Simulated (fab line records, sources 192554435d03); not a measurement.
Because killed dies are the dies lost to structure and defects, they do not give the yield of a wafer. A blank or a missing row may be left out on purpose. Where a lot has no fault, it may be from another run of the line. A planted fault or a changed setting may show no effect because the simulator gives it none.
fab line records | flow n5_finfet
[record] lots = 7 wafers = 21
route steps=1938 shown BEOL_M11@1541 BEOL_M13@1682 BEOL_M14@1743 BEOL_M15@1794
start_h: start of the lot's first displayed wafer, in hours after the record's first day | wait_h: time in hours since the lot's previous step | " repeats the value in the row above | L1.1+2: a single row standing in for several wafers | - value missing, or start not given | * or withheld: withheld | < > ~ a bound
route shown NAME@n: names a module that has steps shown in the file, with the first one's number in the route | usual: the fault-free wafers' mean and standard deviation | same: alike in all rows | chamber/n: place in a boat | sites: each site's reading | _std_site: standard deviation across them | _edge_site: inner sites' mean taken away from outer sites' mean | radius_mm: for every site, how far away it sits from the centre of the wafer | mask NAME#n: copy n | behind: the last tool/chamber to shape the wafer | hold: why the lot was held/for how many hours/how that ended | device: whichever transistor did not switch (one of n, p or np) | end of line: the same wafers' tests at the end of the route | where a step has no rows: the recipe by itself | killed: the dies lost at the first sort to structure and to defects; this is not the yield of the wafer | map: a wafer's dies, x killed, . not, _ none there
set.NAME: the setting that was run; set.NAME@STEP: the one run at that earlier step | model.NAME: the simulator's own value behind a step, which no gauge read
lots run with intentionally changed settings; tables by step, rows by wafer
[[steps]]
[step N5_BEOL_M11_COAT_59]
[recipe] resist = SOC temp_c = 250 time_s = 60 spin_rpm = 1500 resist_thk_nm = 100
// columns lot.wafer tool chamber start_h wait_h set.spin_rpm model.SOC_of_BEOL_M11_COAT_59.thk_nm
L075.1 litho_track-03 0 225.34 0.1 1500 99.8
L075.3 " 0 " " 1500 100
L075.4 " 0 " " 1350 105.6
L079.1+5 litho_track-01 0 246.01 0.1 1500 100
L079.3 " 0 " " 1500 99.8
L081.2 litho_track-04 0 256.02 0.1 1500 100.4
L081.4+6 " 0 " " 1500 100.6
L083.1+4 litho_track-03 0 258.32 0.1 1500 99.8
L083.5 " 0 " " 1558 97.8
L087.1 litho_track-04 0 293.91 0.1 1500 99.8
L087.2+3 " 0 " " 1500 99.6
L085.1+2 litho_track-03 0 294.63 0.1 1500 99.8
L085.6 " 0 " " 1500 100
L097.1+3 litho_track-04 0 357.11 0.1 1572 97.4
L097.5 " 0 " " 1500 100.2
[step N5_BEOL_M11_COAT_60]
[recipe] resist = SiARC temp_c = 220 time_s = 60 spin_rpm = 1500 resist_thk_nm = 30
[step N5_BEOL_M11_COAT_05]
[recipe] resist = CAR-ArF spin_rpm = 1500 resist_thk_nm = 90
[step N5_BEOL_M11_DESCUM_16]
[recipe] chemistry = O2 time_s = 7.9 source_power_w = 50 bias_power_w = 20 pressure_mtorr = 20 rf_frequency_hz = 2.712e+07 temp_c = 40 resist = CAR-ArF o2_flow_sccm = 225
[step N5_BEOL_M11_ETCH_61]
[recipe] chemistry = CF4 target = SiARC target_depth_a = 390 mask_material = CAR-ArF time_s = 65 ion_energy_ev = 80 pressure_mtorr = 40 source_w = 545 bias_w = 36 Ar_flow_sccm = 100 cf4_flow_sccm = 100 ends = cleared
[step N5_BEOL_M11_ETCH_62]
[recipe] chemistry = N2/H2 target = SOC target_depth_a = 1100 overetch_a = 220 mask_material = SiARC temp_c = 40 time_s = 165 ion_energy_ev = 200 pressure_mtorr = 30 source_w = 840 bias_w = 150 n2_flow_sccm = 200 h2_flow_sccm = 200
// columns lot.wafer tool chamber start_h wait_h set.spin_rpm@BEOL_M11_COAT_59 model.etch.depth_nm
L075.1 rie_diel-02 1 226.34 0.0 1500 99.79
L075.3 " 2 " " 1500 99.96
L075.4 " 3 " " 1350 105.6
L079.1 rie_diel-03 3 246.79 0.0 1500 99.92
L079.3 " 0 " " 1500 99.9
L079.5 " 1 " " 1500 100
L081.2 rie_diel-02 1 256.48 0.1 1500 100.3
L081.4 " 1 " " 1500 100.5
L081.6 " 3 " " 1500 100.7
L083.1 rie_diel-01 1 258.93 0.0 1500 99.77
L083.4 " 2 " " 1500 99.89
L083.5 " 3 " " 1558 97.81
L087.1 rie_diel-01 3 294.45 0.0 1500 99.89
L087.2 " 1 " " 1500 99.65
L087.3 " 0 " " 1500 99.69
L085.1 rie_diel-03 1 295.17 0.0 1500 99.74
L085.2 " 0 " " 1500 99.86
L085.6 " 0 " " 1500 99.91
L097.1+3 rie_diel-01 1,0 357.65 0.0 1572 97.47
L097.5 " 3 " " 1500 100.1
[step N5_BEOL_M11_STRIP_68]
[recipe] chemistry = N2/H2 temp_c = 40 n2_flow_sccm = 200 h2_flow_sccm = 200 rf_frequency_hz = 6e+07
[step N5_BEOL_M11_STRIP_67]
[recipe] chemistry = CF4 resist = SiARC power_w = 300 bias_power_w = 75 pressure_mtorr = 50 cf4_flow_sccm = 150 rf_frequency_hz = 6e+07
[step N5_BEOL_M11_HM_OPEN_17]
[recipe] chemistry = Cl2/BCl3 target_depth_a = 200 overetch_a = 60 target = TiN mask_material = SOC ion_energy_ev = 150 pressure_mtorr = 10 icp_w = 1000 bias_w = 126 Cl2_flow_sccm = 53.25 bcl3_flow_sccm = 21.75 Ar_flow_sccm = 25
// columns lot.wafer tool chamber start_h wait_h set.spin_rpm@BEOL_M11_COAT_59 model.SOC_of_BEOL_M11_COAT_59.thk_nm
L075.1+3 rie_metal-03 0 226.53 0.0 1500 91.8
L075.4 " 1 " " 1350 97.4
L079.1 rie_metal-02 0 246.98 0.0 1500 91.8
L079.3+5 " 1,0 " " 1500 92
L081.2+4 rie_metal-01 1 256.75 0.0 1500 92.6
L081.6 " 1 " " 1500 92.8
L083.1 rie_metal-02 0 259.11 0.0 1500 91.6
L083.4 " 0 " " 1500 91.8
L083.5 " 0 " " 1558 89.8
L087.1 rie_metal-02 1 294.64 0.0 1500 92
L087.2 " 0 " " 1500 91.4
L087.3 " 1 " " 1500 91.8
L085.1 rie_metal-02 0 295.36 0.0 1500 91.6
L085.2 " 1 " " 1500 92.2
L085.6 " 0 " " 1500 91.8
L097.1+3 rie_metal-01 1 357.84 0.0 1572 89.8
L097.5 " 1 " " 1500 92.4
[step N5_BEOL_M11_STRIP_19]
[recipe] chemistry = O2 power_w = 400 temp_c = 40 pressure_mtorr = 30 rf_frequency_hz = 6e+07 bias_power_w = 0 overash_fraction = 0.2 o2_flow_sccm = 225
[step N5_BEOL_M11_STRIP_77]
[recipe] chemistry = N2/H2 time_s = 10 power_w = 450 temp_c = 40 pressure_mtorr = 20 rf_frequency_hz = 6e+07 bias_power_w = 7 n2_flow_sccm = 200 h2_flow_sccm = 200
[step N5_BEOL_M11_HM_STRIP_39]
[recipe] chemistry = peroxide_tin_strip material = TiN target_depth_a = 250 temp_c = 50 time_s = 158
// columns lot.wafer tool chamber start_h wait_h set.temp_c@BEOL_M11_PECVD_70 model.SiO2_of_BEOL_M11_PECVD_70.thk_nm
L075.1 wet_bench-04 0 229.07 0.0 382.9 22
L075.3 " 2 " " 400 19.8
L075.4 " 7 " " 382.9 22.2
L079.1 wet_bench-06 3 248.33 0.0 400 19.6
L079.3 " 4 " " 400 19
L079.5 " 5 " " 400 19.4
L081.2+4 wet_bench-06 0,1 258.15 0.0 400 19.8
L081.6 " 7 " " 412.2 19
L083.1 wet_bench-04 0 260.43 0.0 400 19.8
L083.4 " 5 " " 400 20
L083.5 " 6 " " 400 20.2
L087.1+2 wet_bench-05 2,3 297.38 0.0 392.8 20.8
L087.3 " 7 " " 400 20.4
L085.1+2 wet_bench-06 6,0 297.55 0.0 400 19.6
L085.6 " 5 " " 400 20
L097.1 wet_bench-06 3 362.75 0.0 400 19
L097.3 " 2 " " 387.2 21
L097.5 " 1 " " 400 19.8
[step N5_BEOL_M13_COAT_22]
[recipe] spin_rpm = 2888 resist_thk_nm = 300
// columns lot.wafer tool chamber start_h wait_h set.spin_rpm model.coat_of_BEOL_M13_COAT_22.thk_nm
L075.1 litho_track-05 0 - - 2888 299.6
L075.3 " 0 " " 3209 285.2
L075.4 " 0 " " 3209 284.6
L079.1 litho_track-05 0 - - 2888 299.6
L079.3 " 0 " " 2888 300.2
L079.5 " 0 " " 2888 300.8
L081.2 litho_track-05 0 - - 2633 314
L081.4 " 0 " " 2888 299
L081.6 " 0 " " 2888 300
L083.1 litho_track-05 0 - - 2697 310.4
L083.4 " 0 " " 2888 300.6
L083.5 " 0 " " 2697 311.4
L087.1 litho_track-04 0 - - 2888 299.8
L087.2 " 0 " " 2739 308
L087.3 " 0 " " 2888 300.4
L085.1 litho_track-05 0 - - 2888 299.4
L085.2 " 0 " " 2888 300.2
L085.6 " 0 " " 2888 299.6
L097.1 litho_track-04 0 - - 2888 301
L097.3 " 0 " " 2888 300.6
L097.5 " 0 " " 2888 300.4
[step N5_BEOL_M14_PEB_26]
[recipe] peb_temp_c = 130 peb_time_s = 90
// columns lot.wafer tool chamber start_h wait_h set.peb_temp_c
L075.1 litho_track-02 0 243.89 0.1 132.7
L075.3+4 " 0 " " 130
L079.1 litho_track-02 0 269.92 0.1 132.2
L079.3+5 " 0 " " 130
L081.2+4+6 litho_track-03 0 271.91 0.0 130
L083.1+4+5 litho_track-01 0 281.77 0.1 130
L087.1+2+3 litho_track-02 0 317.39 0.1 130
L085.1+2+6 litho_track-01 0 317.56 0.1 130
L097.1 litho_track-01 0 377.37 0.1 127.3
L097.3+5 " 0 " " 130
[step N5_BEOL_M14_DEVELOP_27]
[recipe] develop_time_s = 45 rinse_liquid = diw dry = air_spin dev_temp_c = 21
[step N5_BEOL_M14_HARDBAKE_32]
[recipe] temp_c = 130 time_s = 120
[step N5_BEOL_M14_CD_MEAS_28]
[recipe] target_cd_nm = 284.4 landing_energy_ev = 500 detector = se_inlens
[usual] cd_nm = 283.7/1.7
// columns lot.wafer tool chamber start_h wait_h set.peb_temp_c@BEOL_M14_PEB_26 cd_nm
L075.1 cd_sem-01 0 244.01 - 132.7 292.3
L075.3 " 0 " " 130 283.7
L075.4 " 0 " " 130 283.7
L079.1 cd_sem-01 0 270.03 - 132.2 292.6
L079.3 " 0 " " 130 282.7
L079.5 " 0 " " 130 283.7
L081.2 cd_sem-02 0 272.02 - 130 285.4
L081.4 " 0 " " 130 284.1
L081.6 " 0 " " 130 285.9
L083.1 cd_sem-02 0 281.89 - 130 282.2
L083.4 " 0 " " 130 282.1
L083.5 " 0 " " 130 280.6
L087.1 cd_sem-01 0 317.50 - 130 283.5
L087.2 " 0 " " 130 283.6
L087.3 " 0 " " 130 285.1
L085.1 cd_sem-01 0 317.68 - 130 284.1
L085.2 " 0 " " 130 281.9
L085.6 " 0 " " 130 283.3
L097.1 cd_sem-01 0 377.49 - 127.3 267.7
L097.3 " 0 " " 130 284.7
L097.5 " 0 " " 130 283.2
[step N5_BEOL_M14_DESCUM_33]
[recipe] chemistry = O2 time_s = 7.9 source_power_w = 50 bias_power_w = 20 pressure_mtorr = 20 rf_frequency_hz = 2.712e+07 temp_c = 40 o2_flow_sccm = 225
// columns lot.wafer tool chamber start_h wait_h set.peb_temp_c@BEOL_M14_PEB_26 model.BEOL_M14.cd_nm
L075.1 rie_diel-05 0 244.25 0.2 132.7 292.2
L075.3 " 1 " " 130 284
L075.4 " 2 " " 130 283.6
L079.1 rie_diel-06 3 270.17 0.1 132.2 292.4
L079.3 " 2 " " 130 282.4
L079.5 " 1 " " 130 283.8
L081.2 rie_diel-04 1 272.11 0.0 130 285.2
L081.4 " 3 " " 130 284.2
L081.6 " 1 " " 130 286
L083.1+4 rie_diel-06 3,0 282.07 0.1 130 282
L083.5 " 0 " " 130 280.4
L087.1 rie_diel-05 3 317.59 0.0 130 283.4
L087.2 " 2 " " 130 283.6
L087.3 " 1 " " 130 285.2
L085.1 rie_diel-04 0 317.76 0.0 130 284
L085.2 " 3 " " 130 282
L085.6 " 3 " " 130 283.6
L097.1 rie_diel-05 1 377.57 0.0 127.3 267.8
L097.3 " 2 " " 130 284.8
L097.5 " 3 " " 130 283
[step N5_BEOL_M14_ETCH_67]
[recipe] chemistry = CF4 target = SiARC target_depth_a = 1430 time_s = 238.3 ion_energy_ev = 80 pressure_mtorr = 40 source_w = 545 bias_w = 36 Ar_flow_sccm = 100 cf4_flow_sccm = 100 ends = cleared
[step N5_BEOL_M14_ETCH_68]
[recipe] chemistry = N2/H2 target = SOC mask_material = SiARC source_w = 3000 bias_w = 350 temp_c = 40 time_s = 450 ion_energy_ev = 200 pressure_mtorr = 30 n2_flow_sccm = 200 h2_flow_sccm = 200
// columns lot.wafer tool chamber start_h wait_h set.peb_temp_c@BEOL_M14_PEB_26 model.BEOL_M14.cd_nm
L075.1 rie_diel-05 0 244.43 0.1 132.7 288.8
L075.3 " 1 " " 130 279.2
L075.4 " 2 " " 130 278
L079.1 rie_diel-06 3 270.35 0.1 132.2 288.2
L079.3 " 2 " " 130 280.4
L079.5 " 1 " " 130 279.4
L081.2 rie_diel-04 1 272.29 0.1 130 281.8
L081.4 " 3 " " 130 278.6
L081.6 " 1 " " 130 282.4
L083.1 rie_diel-06 3 282.25 0.1 130 279.8
L083.4 " 0 " " 130 277.8
L083.5 " 0 " " 130 275.6
L087.1 rie_diel-05 3 317.77 0.1 130 279
L087.2 " 2 " " 130 279.4
L087.3 " 1 " " 130 282.2
L085.1 rie_diel-04 0 317.94 0.1 130 279.4
L085.2 " 3 " " 130 276.8
L085.6 " 3 " " 130 279
L097.1 rie_diel-05 1 377.76 0.1 127.3 263
L097.3 " 2 " " 130 280.6
L097.5 " 3 " " 130 277.4
[step N5_BEOL_M14_TRENCH_ETCH_34]
[recipe] chemistry = C4F8/O2/Ar target = SiO2 target_depth_a = 5566.5 mask_material = SOC he_inner_torr = 15 he_outer_torr = 30 time_s = 126.9 ion_energy_ev = 800 pressure_mtorr = 20 source_w = 1905 bias_w = 2040 Ar_flow_sccm = 400 C4F8_flow_sccm = 16 O2_flow_sccm = 12
[usual] rf_vpp_V = 2203/30
// columns lot.wafer tool chamber start_h wait_h set.bias_w set.peb_temp_c@BEOL_M14_PEB_26 rf_vpp_V model.BEOL_M14.cd_nm
L075.1 rie_diel-05 0 244.70 0.0 2040 132.7 2221 289
L075.3 " 1 " " 2040 130 2187 279.6
L075.4 " 2 " " 2040 130 2213 277.8
L079.1 rie_diel-06 3 270.62 0.0 2040 132.2 2215 288.2
L079.3 " 2 " " 2040 130 2166 280
L079.5 " 1 " " 2040 130 2269 279.4
L081.2 rie_diel-04 1 272.56 0.0 2292 130 2405 281.6
L081.4 " 3 " " 2040 130 2218 278.6
L081.6 " 1 " " 2040 130 2218 282
L083.1 rie_diel-06 3 282.52 0.0 2040 130 2213 279.8
L083.4 " 0 " " 2040 130 2148 277.6
L083.5 " 0 " " 2040 130 2147 275.6
L087.1 rie_diel-05 3 318.05 0.0 2400 130 2449 278.8
L087.2 " 2 " " 2040 130 2212 279.2
L087.3 " 1 " " 2040 130 2185 282
L085.1 rie_diel-04 0 318.22 0.0 2040 130 2215 279
L085.2 " 3 " " 2040 130 2217 277
L085.6 " 3 " " 2040 130 2216 279
L097.1 rie_diel-05 1 378.03 0.0 2040 127.3 2186 263.2
L097.3 " 2 " " 2040 130 2211 280.6
L097.5 " 3 " " 1917 130 2095 276.8
[step N5_BEOL_M15_COAT_56]
[recipe] resist = SOC temp_c = 250 time_s = 60 spin_rpm = 1500 resist_thk_nm = 550
// columns lot.wafer tool chamber start_h wait_h set.spin_rpm model.SOC_of_BEOL_M15_COAT_56.thk_nm
L075.1 litho_track-05 0 248.39 0.0 1500 550.6
L075.3 " 0 " " 1335 584
L075.4 " 0 " " 1335 583.6
L079.1 litho_track-02 0 278.55 0.0 1500 550.4
L079.3 " 0 " " 1500 549.2
L079.5 " 0 " " 1563 539.6
L081.2 litho_track-05 0 279.01 0.0 1591 535
L081.4 " 0 " " 1500 552.6
L081.6 " 0 " " 1591 535.8
L083.1 litho_track-05 0 286.17 0.0 1500 551.6
L083.4 " 0 " " 1500 551.2
L083.5 " 0 " " 1500 549.6
L087.1 litho_track-05 0 324.44 0.0 1456 559.2
L087.2 " 0 " " 1456 556.6
L087.3 " 0 " " 1500 551
L085.1 litho_track-02 0 324.97 0.0 1500 546.6
L085.2 " 0 " " 1500 546.2
L085.6 " 0 " " 1500 546
L097.1 litho_track-05 0 382.86 0.0 1449 557.8
L097.3 " 0 " " 1500 546.6
L097.5 " 0 " " 1500 547.4
[step N5_BEOL_M15_PEB_26]
[recipe] peb_temp_c = 130 peb_time_s = 90
// columns lot.wafer tool chamber start_h wait_h set.peb_time_s
L075.1+4 litho_track-04 0 249.25 0.1 110.1
L075.3 " 0 " " 90
L079.1+5 litho_track-04 0 279.51 0.1 103
L079.3 " 0 " " 90
L081.2+4 litho_track-04 0 279.76 0.0 90
L081.6 " 0 " " 78.99
L083.1 litho_track-04 0 287.01 0.1 90
L083.4+5 " 0 " " 78.83
L087.1+2 litho_track-05 0 325.31 0.1 70.56
L087.3 " 0 " " 90
L085.1+2+6 litho_track-05 0 325.69 0.1 90
L097.1+3+5 litho_track-04 0 383.74 0.1 98.75
[step N5_BEOL_M15_DEVELOP_27]
[recipe] develop_time_s = 45 rinse_liquid = diw dry = air_spin dev_temp_c = 21
[step N5_BEOL_M15_HARDBAKE_32]
[recipe] temp_c = 130 time_s = 120
[step N5_BEOL_M15_CD_MEAS_28]
[recipe] target_cd_nm = 407.6 landing_energy_ev = 500 detector = se_inlens
[usual] cd_nm = 407.7/1.9
// columns lot.wafer tool chamber start_h wait_h set.peb_time_s@BEOL_M15_PEB_26 cd_nm
L075.1 cd_sem-02 0 249.37 - 110.1 414.7
L075.3 " 0 " " 90 409.9
L075.4 " 0 " " 110.1 413.0
L079.1 cd_sem-03 0 279.63 - 103 411.7
L079.3 " 0 " " 90 408.0
L079.5 " 0 " " 103 412.9
L081.2 cd_sem-01 0 279.87 - 90 408.9
L081.4 " 0 " " 90 408.1
L081.6 " 0 " " 78.99 405.9
L083.1 cd_sem-02 0 287.13 - 90 407.8
L083.4 " 0 " " 78.83 402.0
L083.5 " 0 " " 78.83 403.2
L087.1 cd_sem-01 0 325.43 - 70.56 398.0
L087.2 " 0 " " 70.56 397.4
L087.3 " 0 " " 90 407.4
L085.1 cd_sem-03 0 325.81 - 90 407.6
L085.2 " 0 " " 90 405.9
L085.6 " 0 " " 90 404.3
L097.1 cd_sem-03 0 383.85 - 98.75 409.6
L097.3 " 0 " " 98.75 410.3
L097.5 " 0 " " 98.75 408.4
[step N5_BEOL_M15_DESCUM_33]
[recipe] chemistry = O2 time_s = 7.9 source_power_w = 50 bias_power_w = 20 pressure_mtorr = 20 rf_frequency_hz = 2.712e+07 temp_c = 40 o2_flow_sccm = 225
// columns lot.wafer tool chamber start_h wait_h set.peb_time_s@BEOL_M15_PEB_26 model.BEOL_M15.cd_nm
L075.1 rie_diel-02 3 249.46 0.0 110.1 414.8
L075.3 " 0 " " 90 410.2
L075.4 " 1 " " 110.1 413
L079.1 rie_diel-03 3 279.72 0.0 103 411.4
L079.3 " 0 " " 90 407.8
L079.5 " 1 " " 103 412.6
L081.2 rie_diel-02 2 279.96 0.0 90 409
L081.4 " 3 " " 90 408.2
L081.6 " 1 " " 78.99 406
L083.1 rie_diel-03 2 287.44 0.3 90 407.8
L083.4 " 2 " " 78.83 401.8
L083.5 " 1 " " 78.83 402.8
L087.1 rie_diel-02 1 325.52 0.0 70.56 398
L087.2 " 3 " " 70.56 397.4
L087.3 " 0 " " 90 407
L085.1 rie_diel-02 0 325.90 0.0 90 407.2
L085.2 " 1 " " 90 406.2
L085.6 " 0 " " 90 404.4
L097.1 rie_diel-02 0 384.44 0.5 98.75 409.6
L097.3 " 2 " " 98.75 410.4
L097.5 " 3 " " 98.75 408.4
[step N5_BEOL_M15_ETCH_61]
[recipe] chemistry = N2/H2 target = BARC target_depth_a = 890 overetch_a = 267 time_s = 67.9 ion_energy_ev = 200 pressure_mtorr = 30 source_w = 840 bias_w = 150 n2_flow_sccm = 200 h2_flow_sccm = 200
// columns lot.wafer tool chamber start_h wait_h set.peb_time_s@BEOL_M15_PEB_26 model.BEOL_M15.cd_nm
L075.1 rie_diel-02 3 249.49 0.0 110.1 409.4
L075.3 " 0 " " 90 402
L075.4 " 1 " " 110.1 404
L079.1 rie_diel-03 3 279.75 0.0 103 403
L079.3 " 0 " " 90 399.8
L079.5 " 1 " " 103 404.4
L081.2 rie_diel-02 2 279.99 0.0 90 402.2
L081.4 " 3 " " 90 402.8
L081.6 " 1 " " 78.99 397.2
L083.1 rie_diel-03 2 287.48 0.0 90 402
L083.4 " 2 " " 78.83 395
L083.5 " 1 " " 78.83 394.6
L087.1 rie_diel-02 1 325.55 0.0 70.56 389.2
L087.2 " 3 " " 70.56 390.8
L087.3 " 0 " " 90 401.4
L085.1 rie_diel-02 0 325.93 0.0 90 401.8
L085.2 " 1 " " 90 398
L085.6 " 0 " " 90 398.4
L097.1 rie_diel-02 0 384.48 0.0 98.75 404
L097.3 " 2 " " 98.75 404.6
L097.5 " 3 " " 98.75 403.2
[[key]]
[split] step = N5_BEOL_M11_COAT_59 setting = spin_rpm stated = 1500 by = wafer
[response] step = N5_BEOL_M11_COAT_59 reading = model.SOC_of_BEOL_M11_COAT_59.thk_nm change = -0.567 per = 1% r = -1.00
[response] step = N5_BEOL_M11_ETCH_62 reading = model.etch.depth_nm change = -0.561 per = 1% r = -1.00
[response] step = N5_BEOL_M11_HM_OPEN_17 reading = model.SOC_of_BEOL_M11_COAT_59.thk_nm change = -0.55 per = 1% r = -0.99
[split] step = N5_BEOL_M13_COAT_22 setting = spin_rpm stated = 2888 by = wafer
[response] step = N5_BEOL_M13_COAT_22 reading = model.coat_of_BEOL_M13_COAT_22.thk_nm change = -1.47 per = 1% r = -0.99
[split] step = N5_BEOL_M14_PEB_26 setting = peb_temp_c stated = 130 by = wafer
[response] step = N5_BEOL_M14_CD_MEAS_28 reading = cd_nm change = +5.88 per = 1% r = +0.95
[response] step = N5_BEOL_M14_DESCUM_33 reading = model.BEOL_M14.cd_nm change = +5.8 per = 1% r = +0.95
[response] step = N5_BEOL_M14_ETCH_68 reading = model.BEOL_M14.cd_nm change = +5.96 per = 1% r = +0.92
[response] step = N5_BEOL_M14_TRENCH_ETCH_34 reading = model.BEOL_M14.cd_nm change = +5.91 per = 1% r = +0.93
[split] step = N5_BEOL_M14_TRENCH_ETCH_34 setting = bias_w stated = 2040 by = wafer
[response] step = N5_BEOL_M14_TRENCH_ETCH_34 reading = rf_vpp_V change = +14.7 per = 1% r = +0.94
[split] step = N5_BEOL_M15_COAT_56 setting = spin_rpm stated = 1500 by = wafer
[response] step = N5_BEOL_M15_COAT_56 reading = model.SOC_of_BEOL_M15_COAT_56.thk_nm change = -2.91 per = 1% r = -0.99
[split] step = N5_BEOL_M15_PEB_26 setting = peb_time_s stated = 90 by = wafer
[response] step = N5_BEOL_M15_CD_MEAS_28 reading = cd_nm change = +0.307 per = 1% r = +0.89
[response] step = N5_BEOL_M15_DESCUM_33 reading = model.BEOL_M15.cd_nm change = +0.301 per = 1% r = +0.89
[response] step = N5_BEOL_M15_ETCH_61 reading = model.BEOL_M15.cd_nm change = +0.38 per = 1% r = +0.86
split outside_this_file step=N5_BEOL_M11_PECVD_70 setting=temp_c
// split outside_this_file: this setting was split too, and the file shows its column; the key of that split is in another file
